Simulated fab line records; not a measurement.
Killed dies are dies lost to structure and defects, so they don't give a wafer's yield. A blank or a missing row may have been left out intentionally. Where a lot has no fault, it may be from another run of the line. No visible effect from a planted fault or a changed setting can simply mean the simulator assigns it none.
Chamber matching | flow nand-harc | rie-diel-01 running NHARC_P_M0_STRIP_18: 4 sister chambers
The step strips in N2/H2. 8 wafers are shown with their chamber, then 9 later ones without.

== EACH WAFER AND ITS CHAMBER ==
wafer  | chamber | drypump-motor-current-A (A) | rf-vpp-V (V)
L087.2 | 0       | 6.1                         | 89.5
L087.4 | 3       | 5.7                         | 90.8
L088.3 | 1       | 6.1                         | 92.0
L088.5 | 2       | 6.0                         | 91.1
L088.6 | 3       | 5.6                         | 90.9
L090.1 | 1       | 6.1                         | 92.1
L090.3 | 2       | 5.9                         | 91.2
L090.6 | 0       | 6.1                         | 89.9

== WAFERS MISSING THEIR CHAMBER ==
wafer  | drypump-motor-current-A (A) | rf-vpp-V (V)
L091.4 | 5.6                         | 92.5
L091.5 | 6.1                         | 91.2
L091.6 | 5.9                         | 91.3
L092.2 | 6.0                         | 90.9
L092.5 | 5.9                         | 91.4
L092.6 | 6.1                         | 89.5
L095.1 | 5.6                         | 90.3
L095.2 | 6.0                         | 91.6
L095.6 | 6.1                         | 91.5

== EACH ONE'S CHAMBER ==
wafer  | from the rows above          | in truth
L091.4 | can't be placed: 1 or 3 or 2 | 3
L091.5 | 2                            | 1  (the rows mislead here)
L091.6 | 2                            | 2
L092.2 | 2                            | 2
L092.5 | 2                            | 2
L092.6 | 0                            | 0
L095.1 | 3                            | 3
L095.2 | can't be placed: 2 or 1      | 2
L095.6 | can't be placed: 1 or 2      | 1
Correctly placed: 5 of 9. These rows do not allow placing 3 (true chamber among the candidates in 3). Number placed wrongly: 1.
How it was worked out, from the rows above alone: a wafer's distance from a chamber is the root of the sum, over the readings, of the square of ((its reading less the chamber's mean) divided by the reading's scatter). If the next closest chamber is less than 2 further off than the closest, the wafer can't be placed; otherwise it belongs to the closest. A chamber's mean is the mean of its shown wafers. The scatter: take each reading less its chamber's mean, square it, sum over the shown wafers, divide by the number of wafers less the number of chambers, and take the root.
